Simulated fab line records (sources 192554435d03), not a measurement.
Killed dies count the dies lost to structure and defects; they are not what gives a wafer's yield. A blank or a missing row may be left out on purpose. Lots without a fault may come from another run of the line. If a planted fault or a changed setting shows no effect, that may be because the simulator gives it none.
The tool behind it: which one? :: flow n5 finfet :: 36 wafers sampled from 12 lots at 1 step of a route of 1938

WHAT EACH GAUGE READ, for each wafer
N5_MOL_CONTACT_COAG_THK_MEAS_29.
lot: L075
measured: day 5 10:33
on: film metro-01
MD_CAP_THK (nm): 18.04 18.00 17.96

lot: L077
measured: day 5 21:06
on: film metro-01
MD_CAP_THK (nm): 18.07 17.79 17.92

lot: L079
measured: day 6 05:40
on: film metro-01
MD_CAP_THK (nm): 17.96 17.69 17.60

lot: L081
measured: day 6 17:52
on: film metro-01
MD_CAP_THK (nm): 18.04 17.93 17.69

lot: L083
measured: day 7 10:51
on: film metro-01
MD_CAP_THK (nm): 18.02 17.95 18.11

lot: L085
measured: day 7 18:48
on: film metro-01
MD_CAP_THK (nm): 17.84 18.02 18.13

lot: L087
measured: day 8 06:20
on: film metro-01
MD_CAP_THK (nm): 17.74 17.85 17.98

lot: L089
measured: day 8 23:17
on: film metro-02
MD_CAP_THK (nm): 17.79 17.86 17.58

lot: L091
measured: day 9 08:49
on: film metro-01
MD_CAP_THK (nm): 18.04 17.83 17.89

lot: L093
measured: day 9 19:38
on: film metro-01
MD_CAP_THK (nm): 17.76 17.80 17.87

lot: L095
measured: day 10 04:05
on: film metro-01
MD_CAP_THK (nm): 18.01 17.89 17.95

lot: L097
measured: day 11 00:01
on: film metro-01
MD_CAP_THK (nm): 18.06 18.11 18.00

WHICH TOOL RAN EACH LOT (tool, then ch and the chambers of the sampled wafers, then the start)
The record shows no process step preceding these readings.

THE ANSWER, worked out from the rows above alone
Rule: the usual values come from the lots themselves. The widest of any qualifying gaps counts: lots, ordered by their means at a reading, are off when they make up no more than a third of the lots, leave a main group of 4 or more, and stand apart from it by 3 or more times the standard deviation of that group's means. The tables above print the reading to a certain number of digits; a main group whose means all agree to those digits is not used. Also off: a lot with no number at a reading for which 4 or more lots have one. The other lots that the step has rows for count as sound.
None of the lots is off at any reading shown; this tells nothing.

WHAT HAD BEEN PUT IN BY THE SIMULATOR
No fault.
